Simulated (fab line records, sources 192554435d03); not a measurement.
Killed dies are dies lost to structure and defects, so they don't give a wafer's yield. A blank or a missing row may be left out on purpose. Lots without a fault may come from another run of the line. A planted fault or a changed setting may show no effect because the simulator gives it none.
Split-lot experiment | flow n5_finfet | 7 lots, 39 wafers read, on a route of 1938 steps

THE SPLIT
At N5_DUMMY_GATE_EXPOSE_12 (exposes mask GATE, target cd 25 nm), the setting dose_mj was moved away from the recipe's 34 on 18 of the 39 wafers read, by -7.0% to +5.8%. The other wafers ran this setting at the recipe's value.

FROM THE SPLIT TO THE READING: what the file shows between them, 2 steps
- N5_DUMMY_GATE_PEB_13: peb time 60 s
- N5_DUMMY_GATE_DEVELOP_14: develop time 30 s

THE READING
cd_nm, in nm, at N5_DUMMY_GATE_CD_MEAS_15 (target cd 25.8 nm). Fault-free wafers of this fab line usually give 24.94 nm, standard deviation 0.22 nm.

wafer  | tool, chamber at the split | dose_mj as run | against the recipe | cd_nm, nm | against lot-mates on the recipe
L076.3 | euv_scanner-02, 0          | 34             | recipe             | 24.62     | -
L076.4 | euv_scanner-02, 0          | 34             | recipe             | 24.62     | -
L076.6 | euv_scanner-02, 0          | 34             | recipe             | 24.72     | -
L081.1 | euv_scanner-01, 0          | 33.15          | -2.5%              | 25.55     | +0.62
L081.2 | euv_scanner-01, 0          | 34             | recipe             | 24.98     | -
L081.3 | euv_scanner-01, 0          | 33.15          | -2.5%              | 25.29     | +0.36
L081.4 | euv_scanner-01, 0          | 34             | recipe             | 24.66     | -
L081.5 | euv_scanner-01, 0          | 34             | recipe             | 25.16     | -
L081.6 | euv_scanner-01, 0          | 33.15          | -2.5%              | 25.40     | +0.47
L084.1 | euv_scanner-01, 0          | 31.63          | -7.0%              | 26.39     | +1.36
L084.2 | euv_scanner-01, 0          | 34             | recipe             | 25.23     | -
L084.3 | euv_scanner-01, 0          | 34             | recipe             | 24.85     | -
L084.4 | euv_scanner-01, 0          | 31.63          | -7.0%              | 26.35     | +1.32
L084.5 | euv_scanner-01, 0          | 31.63          | -7.0%              | 26.48     | +1.45
L084.6 | euv_scanner-01, 0          | 34             | recipe             | 25.00     | -
L087.1 | euv_scanner-01, 0          | 35.73          | +5.1%              | 24.33     | -0.87
L087.2 | euv_scanner-01, 0          | 34             | recipe             | 25.45     | -
L087.3 | euv_scanner-01, 0          | 35.73          | +5.1%              | 24.29     | -0.91
L087.4 | euv_scanner-01, 0          | 35.73          | +5.1%              | 24.11     | -1.09
L087.5 | euv_scanner-01, 0          | 34             | recipe             | 24.68     | -
L087.6 | euv_scanner-01, 0          | 34             | recipe             | 25.47     | -
L091.1 | euv_scanner-01, 0          | 34             | recipe             | 24.84     | -
L091.2 | euv_scanner-01, 0          | 34             | recipe             | 24.80     | -
L091.3 | euv_scanner-01, 0          | 34             | recipe             | 24.80     | -
L091.4 | euv_scanner-01, 0          | 35.89          | +5.6%              | 24.13     | -0.68
L091.5 | euv_scanner-01, 0          | 35.89          | +5.6%              | 23.82     | -0.99
L091.6 | euv_scanner-01, 0          | 35.89          | +5.6%              | 23.48     | -1.33
L092.1 | euv_scanner-01, 0          | 34             | recipe             | 24.78     | -
L092.2 | euv_scanner-01, 0          | 34             | recipe             | 24.72     | -
L092.3 | euv_scanner-01, 0          | 33.2           | -2.4%              | 25.16     | +0.30
L092.4 | euv_scanner-01, 0          | 33.2           | -2.4%              | 25.20     | +0.34
L092.5 | euv_scanner-01, 0          | 33.2           | -2.4%              | 25.11     | +0.25
L092.6 | euv_scanner-01, 0          | 34             | recipe             | 25.08     | -
L096.1 | euv_scanner-02, 0          | 34             | recipe             | 24.57     | -
L096.2 | euv_scanner-02, 0          | 34             | recipe             | 25.17     | -
L096.3 | euv_scanner-02, 0          | 34             | recipe             | 24.90     | -
L096.4 | euv_scanner-02, 0          | 35.96          | +5.8%              | 23.98     | -0.90
L096.5 | euv_scanner-02, 0          | 35.96          | +5.8%              | 24.12     | -0.76
L096.6 | euv_scanner-02, 0          | 35.96          | +5.8%              | 24.18     | -0.70

THE FIT
A straight line over all 39 wafers: cd_nm changes by -0.177 nm for each +1% of dose_mj; r = -0.93; the points scatter about the line by 0.25 nm.
The same after taking each lot's own level away (the mean of its wafers on the recipe; 39 wafers): -0.177 nm for each +1%; r = -0.95; scatter 0.2 nm.
On that fit, the largest move of dose_mj shifts the reading by 1.2 nm.
The lots' own levels span 24.653 to 25.200 nm, that is 2.5 times the standard deviation above.
So the lot-to-lot level changes the slope little: the two slopes agree.
Check: with one of the wafers moved furthest among these (-7.0%) left out of the fit, the line predicts +1.23 nm for it against its lot-mates. It came out at +1.36 nm against them.

THE FILE'S OWN FIT
cd_nm changes by -0.176 nm for each +1% of dose_mj, r = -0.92.
